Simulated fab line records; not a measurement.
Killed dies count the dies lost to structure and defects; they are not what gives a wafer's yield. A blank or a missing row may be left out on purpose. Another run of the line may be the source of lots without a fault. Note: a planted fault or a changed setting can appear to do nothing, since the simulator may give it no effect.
fab line records    flow n5_finfet
record lots=7  wafers=19  last_day=17
route steps=1938 shown BEOL_M9@1428 PASSIVATION@1936
lots that met no fault: taken from a fault-free run of the same line
start_h: start of the lot's first displayed wafer, in hours after the record's first day    wait_h: hours elapsed since this lot's preceding step    " repeats the value in the row above    L1.1+2: a single row standing in for several wafers    - either no value or no given start    * or withheld: withheld    < > ~ a bound
route shown NAME@n: a module of which the file shows steps, and the number in the route of the first    usual: mean and standard deviation over wafers with no fault    same: alike in all rows    chamber/n: place in a boat    sites: the reading at each site    _std_site: how widely they spread, as a standard deviation    _edge_site: inner sites' mean taken away from outer sites' mean    radius_mm: for every site, how far away it sits from the centre of the wafer    mask NAME#n: copy n    behind: the most recent tool/chamber to have shaped the wafer    hold: the reason the lot was held/the length of the hold in hours/how it ended    device: transistor that didn't switch, given as n, p or np    end of line: the same wafers' tests at the end of the route    a step with no rows: only its recipe    killed: dies lost to structure and defects at the first sort, not the wafer's yield    map: shows each die of a wafer: x if killed, . if not, _ if none is there
set.NAME: the run value of the setting; set.NAME@STEP: its run value at that earlier step    model.NAME: the simulator's own value behind a step, which no gauge read
lots seen at some steps along the route; tables by step, rows by wafer
services: when a tool's chamber went out of use (start_h, in hours from the record's first day, below 0 if earlier), for how many hours, and the reason
## steps
# step N5_BEOL_M9_COAT_22
# recipe resist=CAR-EUV  spin_rpm=1500  resist_thk_nm=30
# step N5_BEOL_M9_EBR_24
# recipe solvent=PGMEA  ebr_width_mm=1.5
# step N5_BEOL_M9_SOFTBAKE_23
# recipe temp_c=110  time_s=60  resist=CAR-EUV
# step N5_BEOL_M9_EXPOSE_25
# recipe mask_id=V8  na=0.33  source_shape=annular  sigma_inner=0.4  sigma_outer=0.8  polarization=unpolarized  dose_mj=37.25
# step N5_BEOL_M9_PEB_26
# recipe peb_temp_c=100  peb_time_s=60  resist=CAR-EUV
# step N5_BEOL_M9_DEVELOP_27
# recipe develop_time_s=30  developer=TMAH  resist=CAR-EUV  rinse_liquid=surfactant_rinse  dry=air_spin  dev_temp_c=23
# step N5_BEOL_M9_CD_MEAS_28
# recipe target_cd_nm=70  landing_energy_ev=500  detector=se_inlens  polarity=opening
# usual cd_nm=69.94/0.25
lot.wafer  tool       chamber  start_h  wait_h  cd_nm
L332.2     cd_sem-03  0        273.58   -       69.73
L332.4     "          0        "        "       70.32
L332.6     "          0        "        "       70.08
L334.1     cd_sem-01  0        298.47   -       69.44
L334.2     "          0        "        "       69.41
L334.4     "          0        "        "       69.98
L333.1     cd_sem-02  0        309.02   -       70.31
L333.2     "          0        "        "       69.76
L333.6     "          0        "        "       70.07
L337.5     cd_sem-02  0        321.96   -       70.09
L337.6     "          0        "        "       70.58
L343.1     cd_sem-03  0        347.36   -       69.83
L343.2     "          0        "        "       69.70
L343.3     "          0        "        "       70.14
L341.1     cd_sem-01  0        347.44   -       70.05
L341.5     "          0        "        "       69.76
L341.6     "          0        "        "       69.97
L344.1     cd_sem-01  0        360.14   -       69.67
L344.4     "          0        "        "       70.44
# step N5_BEOL_M9_OVL_MEAS_29
# recipe points_per_wafer=522
# usual V8_OVL=0.5/0.69
lot.wafer  tool        chamber  start_h  wait_h  V8_OVL[nm]
L332.2     overlay-01  0        273.61   0.0     0.4
L332.4     "           0        "        "       0.8
L332.6     "           0        "        "       0.2
L334.1     overlay-01  0        298.50   0.0     1.3
L334.2     "           0        "        "       1.5
L334.4     "           0        "        "       1.5
L333.1     overlay-02  0        309.05   0.0     0.3
L333.2     "           0        "        "       0.3
L333.6     "           0        "        "       0.7
L337.5     overlay-02  0        322.01   0.0     0.6
L337.6     "           0        "        "       1.2
L343.1     overlay-02  0        347.39   0.0     1.3
L343.2     "           0        "        "       1.2
L343.3     "           0        "        "       1.1
L341.1     overlay-02  0        347.47   0.0     0.1
L341.5     "           0        "        "       0.5
L341.6     "           0        "        "       0.2
L344.1     overlay-02  0        360.17   0.0     0.5
L344.4     "           0        "        "       -0.8
# step N5_BEOL_M9_INSPECT_30
# recipe mode=adi  inspect_instrument=brightfield
# usual raw_defect_count=436/100
lot.wafer  tool               chamber  start_h  wait_h  raw_defect_count
L332.2     defect_inspect-01  -        273.67   0.0     484
L332.4     "                  -        "        "       362
L332.6     "                  -        "        "       387
L334.1     defect_inspect-02  -        298.55   0.1     620
L334.2     "                  -        "        "       484
L334.4     "                  -        "        "       412
L333.1     defect_inspect-01  -        309.11   0.1     400
L333.2     "                  -        "        "       433
L333.6     "                  -        "        "       239
L337.5     defect_inspect-02  -        322.04   0.0     434
L337.6     "                  -        "        "       330
L343.1     defect_inspect-01  -        347.45   0.1     575
L343.2     "                  -        "        "       479
L343.3     "                  -        "        "       672
L341.1     defect_inspect-01  -        347.53   0.1     337
L341.5     "                  -        "        "       376
L341.6     "                  -        "        "       360
L344.1     defect_inspect-01  -        360.23   0.1     430
L344.4     "                  -        "        "       345
# step N5_BEOL_M9_DESCUM_33
# recipe chemistry=O2  time_s=7  source_power_w=50  bias_power_w=20  pressure_mtorr=20  rf_frequency_hz=2.712e+07  temp_c=40  resist=CAR-EUV  o2_flow_sccm=225
# usual chamber_pressure_mTorr=19.999/0.019  drypump_motor_current_A=5.8/0.58  oes_product_au=0.78/0.086  rf_vpp_V=242.8/1.3  showerhead_plenum_p_Torr=2.07/0.068  throttle_valve_pct=20.3/0.3
lot.wafer  tool         chamber  start_h  wait_h  chamber_pressure_mTorr  drypump_motor_current_A  oes_product_au  rf_hours_counter_h  rf_vpp_V  showerhead_plenum_p_Torr  throttle_valve_pct
L332.2     rie_diel-04  2        274.19   0.5     19.991                  5.1                      0.72            176                 243.3     2.10                      20.2
L332.4     "            1        "        "       20.071                  5.3                      0.80            112                 243.4     2.02                      20.1
L332.6     "            0        "        "       19.996                  5.9                      0.72            -                   241.9     1.92                      20.4
L334.1     rie_diel-03  1        298.59   0.0     20.035                  6.3                      0.94            5                   243.3     2.14                      19.8
L334.2     "            2        "        "       19.997                  5.6                      0.70            237                 241.5     2.09                      20.9
L334.4     "            0        "        "       20.012                  5.1                      0.95            7                   243.2     2.06                      20.5
L333.1     rie_diel-02  1        309.15   0.0     20.004                  6.6                      0.66            244                 244.0     2.15                      20.7
L333.2     "            2        "        "       19.961                  4.6                      0.87            42                  245.5     2.13                      20.4
L333.6     "            3        "        "       20.004                  6.6                      0.82            -                   244.0     2.02                      20.0
L337.5     rie_diel-04  3        322.09   0.0     20.016                  6.3                      0.70            -                   242.0     2.04                      20.3
L337.6     "            2        "        "       19.992                  5.2                      0.71            -                   243.6     2.09                      20.2
L343.1     rie_diel-03  1        347.48   0.0     19.987                  6.3                      0.89            23                  243.3     2.13                      19.8
L343.2     "            0        "        "       19.990                  5.1                      0.92            16                  243.5     2.06                      20.5
L343.3     "            3        "        "       19.997                  5.8                      0.74            147                 242.3     2.09                      20.3
L341.1     rie_diel-04  2        347.57   0.0     20.002                  5.2                      0.70            198                 243.2     2.09                      20.2
L341.5     "            0        "        "       19.996                  5.9                      0.71            -                   240.3     1.91                      20.5
L341.6     "            1        "        "       19.989                  5.3                      0.78            -                   241.6     2.01                      20.1
L344.1     rie_diel-04  2        360.26   0.0     20.003                  5.2                      0.70            203                 244.1     2.09                      20.2
L344.4     "            1        "        "       20.017                  5.3                      0.78            139                 241.6     2.01                      20.1
# step N5_BEOL_M9_ETCH_76
# recipe chemistry=N2/H2  target=underlayer  target_depth_a=65  mask_material=CAR-EUV  time_s=5.2  ion_energy_ev=200  pressure_mtorr=30  source_w=840  bias_w=150  n2_flow_sccm=200  h2_flow_sccm=200  ends=cleared
# usual bias_w=150.0/0.43  chamber_pressure_mTorr=30.00/0.042  drypump_motor_current_A=5.8/0.58  etch_rf_on_time_s=5.21/0.094  oes_product_au=0.66/0.072  rf_vpp_V=523.0/2.6  showerhead_plenum_p_Torr=2.51/0.079  throttle_valve_pct=17.76/0.27
lot.wafer  tool         chamber  start_h  wait_h  bias_w  chamber_pressure_mTorr  drypump_motor_current_A  etch_rf_on_time_s  oes_product_au  rf_hours_counter_h  rf_vpp_V  showerhead_plenum_p_Torr  throttle_valve_pct
L332.2     rie_diel-04  2        274.23   0.0     150.3   29.98                   5.2                      5.30               0.61            176                 521.8     2.53                      17.60
L332.4     "            1        "        "       149.7   30.04                   5.3                      5.15               0.69            112                 522.0     2.45                      17.61
L332.6     "            0        "        "       150.0   30.06                   5.9                      5.25               0.62            -                   516.1     2.35                      17.96
L334.1     rie_diel-03  1        298.62   0.0     150.0   29.95                   6.3                      5.15               0.81            5                   522.7     2.60                      17.25
L334.2     "            2        "        "       149.8   29.97                   5.6                      5.23               0.61            237                 523.6     2.49                      18.11
L334.4     "            0        "        "       149.9   29.99                   5.1                      5.19               0.80            7                   523.9     2.49                      17.77
L333.1     rie_diel-02  1        309.18   0.0     150.5   29.95                   6.6                      5.36               0.57            244                 525.1     2.62                      18.21
L333.2     "            2        "        "       149.9   30.02                   4.6                      5.13               0.74            42                  523.7     2.58                      17.70
L333.6     "            3        "        "       150.1   30.00                   6.6                      5.14               0.70            -                   522.9     2.45                      17.36
L337.5     rie_diel-04  3        322.12   0.0     150.6   29.98                   6.3                      5.14               0.59            -                   523.6     2.49                      17.84
L337.6     "            2        "        "       149.8   30.04                   5.2                      5.28               0.60            -                   522.0     2.52                      17.62
L343.1     rie_diel-03  1        347.52   0.0     149.3   29.99                   6.3                      5.17               0.76            23                  525.4     2.60                      17.26
L343.2     "            0        "        "       149.9   30.01                   5.1                      5.16               0.78            16                  523.3     2.48                      17.74
L343.3     "            3        "        "       150.5   30.07                   5.8                      5.31               0.62            147                 524.0     2.56                      17.82
L341.1     rie_diel-04  2        347.60   0.0     150.2   29.92                   5.2                      5.38               0.60            198                 524.5     2.52                      17.62
L341.5     "            0        "        "       149.8   29.99                   5.9                      5.31               0.62            -                   517.6     2.34                      17.99
L341.6     "            1        "        "       150.2   29.99                   5.3                      5.23               0.66            -                   522.7     2.44                      17.67
L344.1     rie_diel-04  2        360.30   0.0     149.7   29.96                   5.2                      5.27               0.59            203                 522.0     2.51                      17.64
L344.4     "            1        "        "       150.1   30.00                   5.3                      5.11               0.66            139                 520.3     2.44                      17.67
# step N5_BEOL_M9_ETCH_65
# recipe chemistry=CF4  target=SiARC  target_depth_a=156  mask_material=CAR-EUV  time_s=26  ion_energy_ev=80  pressure_mtorr=40  source_w=545  bias_w=36  Ar_flow_sccm=100  cf4_flow_sccm=100  ends=cleared
# usual bias_w=35.98/0.1  chamber_pressure_mTorr=40.00/0.041  drypump_motor_current_A=5.8/0.58  etch_rf_on_time_s=26.1/0.46  mfc_ar_sccm=99.99/0.27  oes_product_au=0.67/0.073  rf_vpp_V=183.8/1.1  showerhead_plenum_p_Torr=2.12/0.065  throttle_valve_pct=15.50/0.26
lot.wafer  tool         chamber  start_h  wait_h  bias_w  chamber_pressure_mTorr  drypump_motor_current_A  etch_rf_on_time_s  mfc_ar_sccm  oes_product_au  rf_hours_counter_h  rf_vpp_V  showerhead_plenum_p_Torr  throttle_valve_pct
L332.2     rie_diel-04  2        274.24   0.0     35.85   40.00                   5.2                      26.9               100.13       0.62            176                 183.4     2.13                      15.29
L332.4     "            1        "        "       36.03   39.98                   5.3                      26.1               99.73        0.69            112                 182.8     2.06                      15.25
L332.6     "            0        "        "       35.84   40.01                   5.9                      26.3               100.10       0.62            -                   181.1     1.97                      15.63
L334.1     rie_diel-03  1        298.64   0.0     36.07   40.00                   6.3                      25.9               100.38       0.80            5                   185.8     2.19                      15.00
L334.2     "            2        "        "       35.95   40.02                   5.6                      26.2               99.68        0.61            237                 183.9     2.11                      15.92
L334.4     "            0        "        "       35.92   39.99                   5.1                      26.0               100.17       0.81            7                   182.0     2.12                      15.53
L333.1     rie_diel-02  1        309.20   0.0     35.90   39.93                   6.6                      27.0               99.80        0.56            244                 183.2     2.19                      15.89
L333.2     "            2        "        "       35.80   40.03                   4.6                      25.6               99.85        0.74            42                  183.0     2.19                      15.53
L333.6     "            3        "        "       35.84   40.04                   6.6                      25.6               99.82        0.70            -                   185.8     2.09                      15.27
L337.5     rie_diel-04  3        322.14   0.0     36.03   40.03                   6.2                      25.8               99.62        0.60            -                   183.6     2.12                      15.70
L337.6     "            2        "        "       35.98   39.94                   5.1                      26.9               100.37       0.61            -                   184.1     2.12                      15.33
L343.1     rie_diel-03  1        347.53   0.0     35.99   39.99                   6.3                      25.4               99.81        0.76            23                  183.3     2.18                      15.01
L343.2     "            0        "        "       35.92   40.06                   5.1                      25.2               100.42       0.79            16                  183.5     2.12                      15.58
L343.3     "            3        "        "       36.20   39.98                   5.8                      26.1               100.29       0.62            147                 184.3     2.14                      15.47
L341.1     rie_diel-04  2        347.62   0.0     35.96   40.03                   5.1                      26.5               100.03       0.60            199                 182.6     2.12                      15.33
L341.5     "            0        "        "       35.80   39.98                   5.9                      25.8               100.06       0.61            -                   182.4     1.96                      15.67
L341.6     "            1        "        "       35.95   39.95                   5.3                      26.1               99.90        0.66            -                   183.8     2.06                      15.30
L344.1     rie_diel-04  2        360.31   0.0     35.90   39.97                   5.2                      26.6               100.35       0.60            203                 182.5     2.12                      15.36
L344.4     "            1        "        "       36.04   39.96                   5.3                      26.0               100.17       0.66            139                 182.1     2.05                      15.33
# step N5_BEOL_M9_ETCH_66
# recipe chemistry=N2/H2  target=SOC  target_depth_a=800  overetch_a=160  mask_material=SiARC  temp_c=40  time_s=120  ion_energy_ev=200  pressure_mtorr=30  source_w=840  bias_w=150  n2_flow_sccm=200  h2_flow_sccm=200
# usual bias_w=150.0/0.42  chamber_pressure_mTorr=29.998/0.027  drypump_motor_current_A=5.8/0.58  oes_product_au=0.60/0.062  rf_vpp_V=523.1/2.2  run_length_s=143.3/0.47  showerhead_plenum_p_Torr=2.51/0.079  throttle_valve_pct=17.71/0.27
lot.wafer  tool         chamber  start_h  wait_h  bias_w  chamber_pressure_mTorr  drypump_motor_current_A  oes_product_au  rf_hours_counter_h  rf_vpp_V  run_length_s  showerhead_plenum_p_Torr  throttle_valve_pct  model.SiARC_of_BEOL_M9_COAT_64.thk_nm
L332.2     rie_diel-04  2        274.27   0.0     150.1   30.019                  5.2                      0.56            176                 523.0     143.2         2.53                      17.55               6.6
L332.4     "            1        "        "       150.5   29.918                  5.3                      0.61            112                 520.9     143.2         2.45                      17.59               6.4
L332.6     "            0        "        "       150.1   29.964                  5.9                      0.56            -                   517.2     144.2         2.35                      17.91               6.6
L334.1     rie_diel-03  1        298.67   0.0     150.0   29.958                  6.3                      0.72            5                   525.9     142.8         2.60                      17.20               6.2
L334.2     "            2        "        "       149.9   30.007                  5.6                      0.54            237                 522.5     143.0         2.49                      18.07               6.4
L334.4     "            0        "        "       150.1   30.000                  5.1                      0.72            7                   521.6     143.8         2.49                      17.71               6.4
L333.1     rie_diel-02  1        309.23   0.0     150.4   29.984                  6.6                      0.52            244                 526.0     143.8         2.62                      18.16               6.6
L333.2     "            2        "        "       149.8   29.982                  4.7                      0.65            42                  525.0     142.9         2.58                      17.66               6.2
L333.6     "            3        "        "       149.9   29.966                  6.6                      0.62            -                   521.5     143.9         2.45                      17.30               6.2
L337.5     rie_diel-04  3        322.20   0.0     150.4   29.964                  6.2                      0.52            -                   522.3     150.1         2.49                      17.81               6
L337.6     "            2        "        "       149.9   30.058                  5.2                      0.55            -                   524.5     143.0         2.52                      17.58               6.6
L343.1     rie_diel-03  1        347.56   0.0     149.6   30.057                  6.3                      0.67            23                  525.9     142.8         2.60                      17.24               6.2
L343.2     "            0        "        "       150.5   30.008                  5.1                      0.70            16                  523.5     143.3         2.48                      17.74               6.2
L343.3     "            3        "        "       150.7   29.997                  5.8                      0.56            147                 523.2     142.8         2.56                      17.79               6.4
L341.1     rie_diel-04  2        347.64   0.0     149.7   29.987                  5.2                      0.54            199                 522.7     150.0         2.52                      17.60               6.2
L341.5     "            0        "        "       150.1   29.985                  5.9                      0.53            -                   519.5     150.9         2.34                      17.93               6.2
L341.6     "            1        "        "       150.5   30.012                  5.3                      0.61            -                   520.9     143.7         2.45                      17.61               6.4
L344.1     rie_diel-04  2        360.34   0.0     150.3   29.981                  5.2                      0.53            203                 523.4     149.6         2.51                      17.58               6.2
L344.4     "            1        "        "       150.4   29.980                  5.3                      0.59            139                 521.6     143.2         2.44                      17.63               6.2
# step N5_BEOL_M9_STRIP_69
# recipe chemistry=N2/H2  temp_c=40  n2_flow_sccm=200  h2_flow_sccm=200  rf_frequency_hz=6e+07
# step N5_PASSIVATION_PROBE_49
# usual defect_limited_yield=91.4/1.4  killed_at_M0_to_M3=33/11  killed_at_M4_up=13/5.3  killed_at_contacts=13/6.1  killed_at_front_end=40/11  killed_at_other=2.9/2.7  killed_dies=102/17  killed_open=68/13  killed_short=32/7.5  sort_bin_5_function=5.1/0.98  sort_bin_6_memory=3.2/0.69  sort_n_pass=1077/21  sort_yield_pct=91.3/1.7
# same gross_dies=1180  killed_at_back_side=0  sort_bin_4_leakage[%]=0  sort_bin_8_speed[%]=0
lot.wafer  tool       chamber  start_h  wait_h  defect_limited_yield[%]  killed_at_M0_to_M3  killed_at_M4_up  killed_at_contacts  killed_at_front_end  killed_at_other  killed_dies  killed_open  killed_short  sort_bin_5_function[%]  sort_bin_6_memory[%]  sort_n_pass  sort_yield_pct[%]
L337.5     prober-02  -        392.02   0.2     88.2                     55                  17               9                   46                   12               139          87           51            6.3                     4.8                   1041         88.2
# killed by level:class
L337.5 BEOL_M0_SAQP:geometric_particle:short=13 BEOL_M1:geometric_particle:open=13 BEOL_M3:geometric_particle:open=9 MOL_CONTACT_COAG:geometric_particle:open=8 BEOL_M0_SAQP:geometric_particle:open=8 FIN_SAQP:geometric_particle:short=7 STARTING-WAFER:geometric_particle:open=7 FIN_SAQP:geometric_particle:open=6
## services
tool         chamber  start_h  hours  kind
rie_diel-03  1        264.73   -      clean
rie_diel-03  1        264.73   -      consumable_replace:focus_ring
rie_diel-03  1        264.73   16.1   scheduled_down
rie_diel-03  1        264.73   16.1   vent_cycle
rie_diel-03  -        271.55   14.6   pm
rie_diel-02  0        274.53   -      clean
rie_diel-02  0        274.53   -      consumable_replace:focus_ring
rie_diel-02  0        274.53   14.8   scheduled_down
rie_diel-02  0        274.53   14.8   vent_cycle
rie_diel-03  0        318.78   21.1   repair
rie_diel-04  0        319.25   5.6    repair
rie_diel-02  1        330.24   -      clean
rie_diel-02  1        330.24   -      consumable_replace:focus_ring
rie_diel-02  1        330.24   18.0   scheduled_down
rie_diel-02  1        330.24   18.0   vent_cycle
rie_diel-04  3        338.66   -      clean
rie_diel-04  3        338.66   -      consumable_replace:focus_ring
rie_diel-04  3        338.66   15.6   scheduled_down
rie_diel-04  3        338.66   15.6   vent_cycle
rie_diel-03  2        339.96   -      clean
rie_diel-03  2        339.96   -      consumable_replace:focus_ring
rie_diel-03  2        339.96   16.9   scheduled_down
rie_diel-03  2        339.96   16.9   vent_cycle
## key
first_sign step=N5_BEOL_M9_ETCH_66  reading=run_length_s  direction=up  sigmas=14  usual=*  struck=*
effect none on later readings
model_effect step=N5_BEOL_M9_ETCH_66  value=SiARC_of_BEOL_M9_COAT_64.thk_nm  without=6.55  struck=6.15
met_at N5_BEOL_M9_ETCH_66
struck_wafers L337.5,L341.1,L341.5,L344.1
onset_between 274.27 322.20
fault kind=process_parameter_drift  tool=rie_diel-04  chamber=-  onset_h=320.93  steps=N5_BEOL_M9_ETCH_66  channel=time_s  offset=*  shape=step  end_h=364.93  scope=struck_wafers_only  acts_in=*  stated=*
